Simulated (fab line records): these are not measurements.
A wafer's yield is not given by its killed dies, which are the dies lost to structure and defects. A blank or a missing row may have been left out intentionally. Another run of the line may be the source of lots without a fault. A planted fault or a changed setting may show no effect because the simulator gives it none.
Chamber matching || flow n5_finfet || N5_DUMMY_REMOVAL_STRIP_10 on rie_diel-06 has 4 sister chambers
The step strips in N2/H2, time 40 s. 14 wafers are shown with their chamber, then 7 later ones without.

## EACH WAFER AND ITS CHAMBER
{"wafer": "L077.1", "chamber": 3, "drypump_motor_current_A (A)": 5.0, "showerhead_plenum_p_Torr (Torr)": 3.24, "oes_product_au (a.u.)": 0.78}
{"wafer": "L077.4", "chamber": 0, "drypump_motor_current_A (A)": 6.2, "showerhead_plenum_p_Torr (Torr)": 3.31, "oes_product_au (a.u.)": 0.93}
{"wafer": "L077.6", "chamber": 3, "drypump_motor_current_A (A)": 5.0, "showerhead_plenum_p_Torr (Torr)": 3.24, "oes_product_au (a.u.)": 0.78}
{"wafer": "L083.1", "chamber": 1, "drypump_motor_current_A (A)": 5.3, "showerhead_plenum_p_Torr (Torr)": 3.23, "oes_product_au (a.u.)": 0.73}
{"wafer": "L083.2", "chamber": 0, "drypump_motor_current_A (A)": 6.2, "showerhead_plenum_p_Torr (Torr)": 3.30, "oes_product_au (a.u.)": 0.89}
{"wafer": "L083.6", "chamber": 3, "drypump_motor_current_A (A)": 5.0, "showerhead_plenum_p_Torr (Torr)": 3.24, "oes_product_au (a.u.)": 0.77}
{"wafer": "L084.3", "chamber": 0, "drypump_motor_current_A (A)": 6.2, "showerhead_plenum_p_Torr (Torr)": 3.30, "oes_product_au (a.u.)": 0.89}
{"wafer": "L084.5", "chamber": 0, "drypump_motor_current_A (A)": 6.2, "showerhead_plenum_p_Torr (Torr)": 3.30, "oes_product_au (a.u.)": 0.89}
{"wafer": "L084.6", "chamber": 1, "drypump_motor_current_A (A)": 5.3, "showerhead_plenum_p_Torr (Torr)": 3.23, "oes_product_au (a.u.)": 0.73}
{"wafer": "L088.1", "chamber": 3, "drypump_motor_current_A (A)": 5.0, "showerhead_plenum_p_Torr (Torr)": 3.23, "oes_product_au (a.u.)": 0.76}
{"wafer": "L088.4", "chamber": 0, "drypump_motor_current_A (A)": 6.2, "showerhead_plenum_p_Torr (Torr)": 3.30, "oes_product_au (a.u.)": 0.89}
{"wafer": "L088.5", "chamber": 2, "drypump_motor_current_A (A)": 5.8, "showerhead_plenum_p_Torr (Torr)": 3.35, "oes_product_au (a.u.)": 0.75}
{"wafer": "L087.1", "chamber": 0, "drypump_motor_current_A (A)": 6.3, "showerhead_plenum_p_Torr (Torr)": 3.30, "oes_product_au (a.u.)": 0.88}
{"wafer": "L087.3", "chamber": 1, "drypump_motor_current_A (A)": 5.3, "showerhead_plenum_p_Torr (Torr)": 3.23, "oes_product_au (a.u.)": 0.73}

SIGNATURES, as means of the wafers listed above
{"reading": "drypump_motor_current_A", "chamber 0": 6.217, "chamber 1": 5.300, "chamber 2": 5.800, "chamber 3": 5.000, "scatter within a chamber": 0.0289}
{"reading": "showerhead_plenum_p_Torr", "chamber 0": 3.3017, "chamber 1": 3.2300, "chamber 2": 3.3500, "chamber 3": 3.2375, "scatter within a chamber": 0.00398}
{"reading": "oes_product_au", "chamber 0": 0.8950, "chamber 1": 0.7300, "chamber 2": 0.7500, "chamber 3": 0.7725, "scatter within a chamber": 0.0135}
Rule: for a wafer and a chamber, the distance is found by dividing, reading by reading, the gap between the wafer's reading and the chamber's mean by the reading's scatter, squaring, summing and taking the root. The wafer belongs to the nearest chamber; if the next one is less than 2 further off, it can't be placed. The scatter is the square root of a quotient: the sum, over the shown wafers, of each reading's squared deviation from its chamber's mean, divided by wafers minus chambers.

## WAFERS WITHOUT THEIR CHAMBER
{"wafer": "L087.4", "drypump_motor_current_A (A)": 5.0, "showerhead_plenum_p_Torr (Torr)": 3.23, "oes_product_au (a.u.)": 0.76}
{"wafer": "L090.3", "drypump_motor_current_A (A)": 5.8, "showerhead_plenum_p_Torr (Torr)": 3.35, "oes_product_au (a.u.)": 0.74}
{"wafer": "L090.4", "drypump_motor_current_A (A)": 5.3, "showerhead_plenum_p_Torr (Torr)": 3.23, "oes_product_au (a.u.)": 0.72}
{"wafer": "L090.6", "drypump_motor_current_A (A)": 6.2, "showerhead_plenum_p_Torr (Torr)": 3.30, "oes_product_au (a.u.)": 0.88}
{"wafer": "L095.2", "drypump_motor_current_A (A)": 5.8, "showerhead_plenum_p_Torr (Torr)": 3.35, "oes_product_au (a.u.)": 0.74}
{"wafer": "L095.3", "drypump_motor_current_A (A)": 5.0, "showerhead_plenum_p_Torr (Torr)": 3.23, "oes_product_au (a.u.)": 0.75}
{"wafer": "L095.4", "drypump_motor_current_A (A)": 6.2, "showerhead_plenum_p_Torr (Torr)": 3.29, "oes_product_au (a.u.)": 0.86}

## CHAMBER TAKEN BY EACH
{"wafer": "L087.4", "from the rows above": 3, "in truth": 3}
{"wafer": "L090.3", "from the rows above": 2, "in truth": 2}
{"wafer": "L090.4", "from the rows above": 1, "in truth": 1}
{"wafer": "L090.6", "from the rows above": 0, "in truth": 0}
{"wafer": "L095.2", "from the rows above": 2, "in truth": 2}
{"wafer": "L095.3", "from the rows above": 3, "in truth": 3}
{"wafer": "L095.4", "from the rows above": 0, "in truth": 0}
Correct placement for 7 of the 7. Can't be placed from these rows: 0. Number placed wrongly: 0.
